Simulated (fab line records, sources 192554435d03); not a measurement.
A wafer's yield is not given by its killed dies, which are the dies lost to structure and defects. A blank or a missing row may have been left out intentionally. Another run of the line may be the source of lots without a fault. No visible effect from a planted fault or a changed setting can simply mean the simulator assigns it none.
The tool behind it: which one? + flow n5 finfet + 72 wafers from 24 lots sampled at 4 of the route's 1938 steps

WHAT THE GAUGES READ, wafer by wafer
N5_GATE_CUT_OVL_MEAS_14. Usual: GATE_CUT_OVL 0.3 nm, standard deviation 0.87.
| lot  | measured     | on         | GATE_CUT_OVL (nm) | flag |
|------|--------------|------------|-------------------|------|
| L074 | day 4 12:19  | overlay-01 | -0.3 -0.3 -0.4    |      |
| L075 | day 4 19:46  | overlay-01 | -0.9 -0.5 -0.5    |      |
| L076 | day 4 23:42  | overlay-02 | 0.7 0.0 0.3       |      |
| L077 | day 5 06:28  | overlay-02 | 0.2 1.1 0.5       |      |
| L078 | day 5 10:26  | overlay-02 | -0.4 -0.8 -0.5    |      |
| L079 | day 5 15:50  | overlay-02 | 2.7 2.3 1.4       |      |
| L080 | day 6 03:22  | overlay-01 | 1.6 0.5 1.1       |      |
| L081 | day 6 06:05  | overlay-01 | -0.1 -1.0 -0.7    |      |
| L082 | day 6 13:15  | overlay-02 | 0.3 1.2 0.4       |      |
| L084 | day 6 21:05  | overlay-01 | 1.2 0.0 0.2       |      |
| L083 | day 6 22:26  | overlay-02 | 0.4 -0.3 0.0      |      |
| L085 | day 7 07:37  | overlay-01 | 1.0 0.9 -1.1      |      |
| L086 | day 7 13:54  | overlay-02 | 0.3 0.8 1.3       |      |
| L087 | day 7 17:19  | overlay-02 | -1.2 -1.3 -0.3    |      |
| L088 | day 8 03:16  | overlay-02 | 0.6 1.4 1.7       |      |
| L089 | day 8 05:18  | overlay-01 | 1.2 1.4 0.2       |      |
| L090 | day 8 10:40  | overlay-02 | 1.3 1.2 0.2       |      |
| L091 | day 8 16:17  | overlay-01 | 0.7 0.0 0.5       |      |
| L092 | day 8 22:47  | overlay-02 | -0.2 1.3 1.5      |      |
| L093 | day 9 09:19  | overlay-01 | 0.8 -0.5 -0.1     |      |
| L094 | day 9 17:10  | overlay-01 | 1.3 0.7 -0.6      |      |
| L095 | day 9 18:39  | overlay-01 | -0.4 -1.9 -0.1    |      |
| L096 | day 10 10:38 | overlay-01 | 0.9 -0.3 1.4      |      |
| L097 | day 10 12:51 | overlay-02 | 1.5 -0.1 1.0      |      |

N5_MOL_CONTACT_COAG_INSPECT_10: inspects for defects (brightfield). Usual: 74 for raw defect count, sd 25.
| lot  | measured     | on                | raw defect count | flag |
|------|--------------|-------------------|------------------|------|
| L074 | day 4 16:43  | defect inspect-01 | 38 92 50         |      |
| L075 | day 5 00:43  | defect inspect-01 | 81 76 88         |      |
| L076 | day 5 03:41  | defect inspect-01 | 93 69 67         |      |
| L077 | day 5 10:23  | defect inspect-02 | 120 83 57        |      |
| L078 | day 5 14:43  | defect inspect-02 | 85 62 87         |      |
| L079 | day 5 19:40  | defect inspect-01 | 63 82 64         |      |
| L080 | day 6 07:24  | defect inspect-01 | 55 148 50        |      |
| L081 | day 6 10:20  | defect inspect-01 | 52 41 73         |      |
| L082 | day 6 17:40  | defect inspect-01 | 43 70 88         |      |
| L084 | day 7 00:58  | defect inspect-02 | 63 102 56        |      |
| L083 | day 7 02:16  | defect inspect-01 | 148 71 99        |      |
| L085 | day 7 11:27  | defect inspect-01 | 90 70 44         |      |
| L086 | day 7 17:56  | defect inspect-02 | 52 73 52         |      |
| L087 | day 7 21:37  | defect inspect-02 | 111 80 61        |      |
| L088 | day 8 07:20  | defect inspect-02 | 126 133 96       |      |
| L089 | day 8 09:17  | defect inspect-02 | 53 64 45         |      |
| L090 | day 8 14:46  | defect inspect-01 | 56 42 46         |      |
| L091 | day 8 20:15  | defect inspect-02 | 76 38 75         |      |
| L092 | day 9 02:43  | defect inspect-01 | 87 52 86         |      |
| L093 | day 9 13:13  | defect inspect-02 | 75 88 69         |      |
| L094 | day 9 21:05  | defect inspect-02 | 92 65 57         |      |
| L095 | day 9 23:36  | defect inspect-02 | 52 61 69         |      |
| L096 | day 10 15:36 | defect inspect-02 | 84 59 52         |      |
| L097 | day 10 17:14 | defect inspect-02 | 41 81 126        |      |

TOOL THAT RAN EACH LOT (tool first, then ch and the chambers of the sampled wafers, then the start)
| lot  | N5_GATE_CUT_ETCH_37                | N5_GATE_CUT_ALD_22                |
|------|------------------------------------|-----------------------------------|
| L074 | rie diel-01 ch 2,3, day 4 12:55    | ald sin-04 ch 0,3, day 4 13:41    |
| L075 | rie diel-01 ch 0,2,3, day 4 19:56  | ald sin-04 ch 1,2, day 4 21:48    |
| L076 | rie diel-04 ch 0,2,3, day 4 23:52  | ald sin-04 ch 1,2,3, day 5 00:38  |
| L077 | rie diel-03 ch 0,2,3, day 5 06:38  | ald sin-03 ch 2,3, day 5 07:29    |
| L078 | rie diel-01 ch 1,3, day 5 10:35    | ald sin-04 ch 0,1, day 5 11:40    |
| L079 | rie diel-03 ch 0,2,3, day 5 15:59  | ald sin-03 ch 0,2,3, day 5 16:45  |
| L080 | rie diel-03 ch 0,3, day 6 03:31    | ald sin-01 ch 1,2, day 6 04:22    |
| L081 | rie diel-01 ch 0,1, day 6 06:16    | ald sin-03 ch 1,2,3, day 6 07:18  |
| L082 | rie diel-03 ch 0,2,3, day 6 13:55  | ald sin-04 ch 0,2,3, day 6 14:40  |
| L084 | rie diel-01 ch 0,1, day 6 21:17    | ald sin-03 ch 1,2,3, day 6 22:03  |
| L083 | rie diel-04 ch 0,1,2, day 6 22:36  | ald sin-04 ch 1,2, day 6 23:22    |
| L085 | rie diel-04 ch 0,2,3, day 7 07:47  | ald sin-03 ch 1,2,3, day 7 08:32  |
| L086 | rie diel-04 ch 0,1,3, day 7 14:05  | ald sin-03 ch 0,1,3, day 7 14:50  |
| L087 | rie diel-01 ch 0,3, day 7 17:30    | ald sin-03 ch 0,1,3, day 7 18:35  |
| L088 | rie diel-03 ch 0,1,2, day 8 03:31  | ald sin-04 ch 0,1,3, day 8 04:16  |
| L089 | rie diel-03 ch 0,1,3, day 8 05:31  | ald sin-01 ch 0,1, day 8 06:22    |
| L090 | rie diel-01 ch 0,2,3, day 8 10:50  | ald sin-01 ch 1,2,3, day 8 11:44  |
| L091 | rie diel-01 ch 1,3, day 8 16:26    | ald sin-04 ch 0,2,3, day 8 17:13  |
| L092 | rie diel-03 ch 0,1,3, day 8 22:57  | ald sin-04 ch 1,2,3, day 8 23:47  |
| L093 | rie diel-04 ch 0,1,2, day 9 09:33  | ald sin-04 ch 1,2, day 9 10:19    |
| L094 | rie diel-04 ch 0,1, day 9 17:25    | ald sin-04 ch 1,2,3, day 9 18:10  |
| L095 | rie diel-01 ch 1,3, day 9 19:34    | ald sin-04 ch 1,3, day 9 20:34    |
| L096 | rie diel-01 ch 0,2,3, day 10 11:56 | ald sin-03 ch 0,2,3, day 10 12:41 |
| L097 | rie diel-03 ch 1,2,3, day 10 13:34 | ald sin-03 ch 1,2,3, day 10 14:20 |
- N5_GATE_CUT_ETCH_37: etches SOC in N2/H2, target depth 60 nm, overetch 12 nm, time 90 s.
- N5_GATE_CUT_ALD_22: deposits SiNx, target thk 16 nm, pulse time 1 s, ald cycles 320.

WHAT THE TOOLS THEMSELVES READ (means of the sampled wafers that have a number; where no wafer has one, the mark that the record gives instead)
N5_GATE_CUT_ETCH_37. Usual: drypump motor current A 5.5 A, standard deviation 0.41; oes product au 0.73 a.u., standard deviation 0.077; rf vpp V 524.9 V, standard deviation 2.9; showerhead plenum p Torr 2.58 Torr, standard deviation 0.096; throttle valve pct 17.81 %, standard deviation 0.25.
| lot  | tool        | drypump motor current A (A) | oes product au (a.u.) | rf vpp V (V) | showerhead plenum p Torr (Torr) | throttle valve pct (%) | flag |
|------|-------------|-----------------------------|-----------------------|--------------|---------------------------------|------------------------|------|
| L074 | rie diel-01 | 5.5                         | 0.70                  | 524.7        | 2.55                            | 17.89                  |      |
| L075 | rie diel-01 | 5.4                         | 0.75                  | 525.7        | 2.61                            | 17.84                  |      |
| L076 | rie diel-04 | 6.0                         | 0.64                  | 524.5        | 2.55                            | 17.92                  |      |
| L077 | rie diel-03 | 5.1                         | 0.74                  | 523.5        | 2.53                            | 17.98                  |      |
| L078 | rie diel-01 | 5.6                         | 0.81                  | 527.0        | 2.64                            | 17.54                  |      |
| L079 | rie diel-03 | 5.1                         | 0.73                  | 523.2        | 2.53                            | 18.00                  |      |
| L080 | rie diel-03 | 5.1                         | 0.69                  | 520.7        | 2.44                            | 17.99                  |      |
| L081 | rie diel-01 | 5.7                         | 0.80                  | 527.7        | 2.71                            | 17.47                  |      |
| L082 | rie diel-03 | 5.1                         | 0.73                  | 522.9        | 2.53                            | 18.00                  |      |
| L084 | rie diel-01 | 5.7                         | 0.79                  | 529.0        | 2.70                            | 17.48                  |      |
| L083 | rie diel-04 | 5.8                         | 0.67                  | 524.7        | 2.57                            | 17.83                  |      |
| L085 | rie diel-04 | 6.0                         | 0.63                  | 523.8        | 2.54                            | 17.95                  |      |
| L086 | rie diel-04 | 6.0                         | 0.67                  | 523.0        | 2.50                            | 17.81                  |      |
| L087 | rie diel-01 | 5.2                         | 0.78                  | 527.1        | 2.66                            | 17.81                  |      |
| L088 | rie diel-03 | 5.5                         | 0.72                  | 524.4        | 2.56                            | 17.93                  |      |
| L089 | rie diel-03 | 5.3                         | 0.73                  | 522.5        | 2.49                            | 17.89                  |      |
| L090 | rie diel-01 | 5.3                         | 0.73                  | 525.4        | 2.60                            | 17.88                  |      |
| L091 | rie diel-01 | 5.6                         | 0.77                  | 525.6        | 2.63                            | 17.58                  |      |
| L092 | rie diel-03 | 5.3                         | 0.72                  | 522.3        | 2.49                            | 17.90                  |      |
| L093 | rie diel-04 | 5.8                         | 0.65                  | 525.1        | 2.56                            | 17.87                  |      |
| L094 | rie diel-04 | 5.7                         | 0.69                  | 523.6        | 2.51                            | 17.72                  |      |
| L095 | rie diel-01 | 5.6                         | 0.76                  | 526.8        | 2.62                            | 17.59                  |      |
| L096 | rie diel-01 | 5.3                         | 0.79                  | 525.2        | 2.59                            | 17.76                  |      |
| L097 | rie diel-03 | 5.3                         | 0.74                  | 524.6        | 2.57                            | 17.92                  |      |

N5_GATE_CUT_ALD_22. Usual: heater power w 895 W, standard deviation 83; precursor pulse height rel 1.002, standard deviation 0.02.
| lot  | tool       | heater power w (W) | precursor pulse height rel | flag |
|------|------------|--------------------|----------------------------|------|
| L074 | ald sin-04 | 881                | 1.004                      |      |
| L075 | ald sin-04 | 906                | 0.995                      |      |
| L076 | ald sin-04 | 898                | 0.979                      |      |
| L077 | ald sin-03 | 927                | 0.998                      |      |
| L078 | ald sin-04 | 938                | 0.986                      |      |
| L079 | ald sin-03 | 873                | 1.007                      |      |
| L080 | ald sin-01 | 821                | 0.991                      |      |
| L081 | ald sin-03 | 926                | 0.985                      |      |
| L082 | ald sin-04 | 951                | 1.000                      |      |
| L084 | ald sin-03 | 926                | 1.001                      |      |
| L083 | ald sin-04 | 972                | 1.013                      |      |
| L085 | ald sin-03 | 915                | 1.010                      |      |
| L086 | ald sin-03 | 864                | 0.995                      |      |
| L087 | ald sin-03 | 868                | 0.983                      |      |
| L088 | ald sin-04 | 887                | 0.998                      |      |
| L089 | ald sin-01 | 858                | 1.012                      |      |
| L090 | ald sin-01 | 801                | 1.008                      |      |
| L091 | ald sin-04 | 943                | 0.999                      |      |
| L092 | ald sin-04 | 915                | 1.007                      |      |
| L093 | ald sin-04 | 975                | 1.010                      |      |
| L094 | ald sin-04 | 903                | 1.007                      |      |
| L095 | ald sin-04 | 845                | 0.986                      |      |
| L096 | ald sin-03 | 843                | 0.993                      |      |
| L097 | ald sin-03 | 907                | 1.007                      |      |

THE ANSWER, worked out from the rows above alone
Rule: take the mean of a lot's wafers that have a number; if it is more than 3 standard deviations from the usual mean, the lot is off. Also off: a lot with no number at a reading for which 4 or more lots have one. The other lots that the step has rows for count as sound. Order of review: gauges by route order, followed by the tools' own readings, for which a lot's mean as printed above is used. The first step at which some lot is off is used, and at that step the reading that is off furthest; a lot without a number counts as furthest.
Nothing can be told from this: no lot is off at any reading shown.

WHAT THE SIMULATOR PUT IN
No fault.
